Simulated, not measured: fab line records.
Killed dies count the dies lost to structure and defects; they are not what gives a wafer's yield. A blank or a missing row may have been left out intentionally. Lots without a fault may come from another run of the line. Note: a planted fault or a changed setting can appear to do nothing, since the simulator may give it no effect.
Chamber matching :: flow n5 finfet :: N5_BEOL_M6_CURE_75 on uv cure-01: 3 sister chambers
The step cures SiCOH lowk, time 120 s. 16 wafers are shown with their chamber, then 8 later ones without.

WAFERS PAIRED WITH THEIR CHAMBERS
wafer: L077.2
chamber: 2
wafer_temp_C_max: 371.4
lamp power pct (%): 52.31

wafer: L077.3
chamber: 2
wafer_temp_C_max: 371.4
lamp power pct (%): 52.36

wafer: L077.5
chamber: 2
wafer_temp_C_max: 371.5
lamp power pct (%): 52.22

wafer: L078.1
chamber: 0
wafer_temp_C_max: 371.1
lamp power pct (%): 52.25

wafer: L078.2
chamber: 0
wafer_temp_C_max: 371.3
lamp power pct (%): 52.40

wafer: L078.5
chamber: 0
wafer_temp_C_max: 371.4
lamp power pct (%): 52.26

wafer: L082.1
chamber: 1
wafer_temp_C_max: 372.7
lamp power pct (%): 52.29

wafer: L082.2
chamber: 1
wafer_temp_C_max: 372.3
lamp power pct (%): 52.34

wafer: L082.5
chamber: 1
wafer_temp_C_max: 371.9
lamp power pct (%): 52.42

wafer: L083.2
chamber: 1
wafer_temp_C_max: 373.0
lamp power pct (%): 52.28

wafer: L083.3
chamber: 1
wafer_temp_C_max: 372.6
lamp power pct (%): 52.29

wafer: L083.4
chamber: 1
wafer_temp_C_max: 373.7
lamp power pct (%): 52.31

wafer: L087.1
chamber: 0
wafer_temp_C_max: 371.4
lamp power pct (%): 52.34

wafer: L087.5
chamber: 0
wafer_temp_C_max: 371.4
lamp power pct (%): 52.26

wafer: L087.6
chamber: 0
wafer_temp_C_max: 371.5
lamp power pct (%): 52.36

wafer: L089.2
chamber: 0
wafer_temp_C_max: 371.1
lamp power pct (%): 52.28

SIGNATURES (means of the wafers above)
reading: wafer_temp_C_max
chamber 0: 371.314
chamber 1: 372.700
chamber 2: 371.433
scatter within a chamber: 0.398

reading: lamp power pct
chamber 0: 52.3071
chamber 1: 52.3217
chamber 2: 52.2967
scatter within a chamber: 0.0588
Rule: a wafer lies at a distance from a chamber equal to the root of the sum of squares, over the readings, of (its reading less the chamber's mean, divided by the reading's scatter). If the next closest chamber is less than 2 further off than the closest, the wafer can't be placed; otherwise it belongs to the closest. The scatter: take each reading less its chamber's mean, square it, sum over the shown wafers, divide by the number of wafers less the number of chambers, and take the root.

WAFERS WITHOUT THEIR CHAMBER
wafer: L089.5
wafer_temp_C_max: 370.5
lamp power pct (%): 52.29

wafer: L089.6
wafer_temp_C_max: 371.3
lamp power pct (%): 52.36

wafer: L091.1
wafer_temp_C_max: 372.4
lamp power pct (%): 52.30

wafer: L091.2
wafer_temp_C_max: 372.6
lamp power pct (%): 52.25

wafer: L091.6
wafer_temp_C_max: 372.5
lamp power pct (%): 52.31

wafer: L093.2
wafer_temp_C_max: 372.8
lamp power pct (%): 52.35

wafer: L093.5
wafer_temp_C_max: 372.8
lamp power pct (%): 52.35

wafer: L093.6
wafer_temp_C_max: 372.4
lamp power pct (%): 52.28

WHICH CHAMBER EACH ONE RAN IN
wafer: L089.5
from the rows above: can't be placed: 0 or 2
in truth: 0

wafer: L089.6
from the rows above: can't be placed: 0 or 2
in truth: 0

wafer: L091.1
from the rows above: can't be placed: 1 or 2 or 0
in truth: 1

wafer: L091.2
from the rows above: can't be placed: 1 or 2
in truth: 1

wafer: L091.6
from the rows above: 1
in truth: 1

wafer: L093.2
from the rows above: 1
in truth: 1

wafer: L093.5
from the rows above: 1
in truth: 1

wafer: L093.6
from the rows above: can't be placed: 1 or 2 or 0
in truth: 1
Correct placement for 3 of the 8. Unplaceable from these rows: 5, with the true chamber sitting among the candidates in 5. Number placed wrongly: 0.
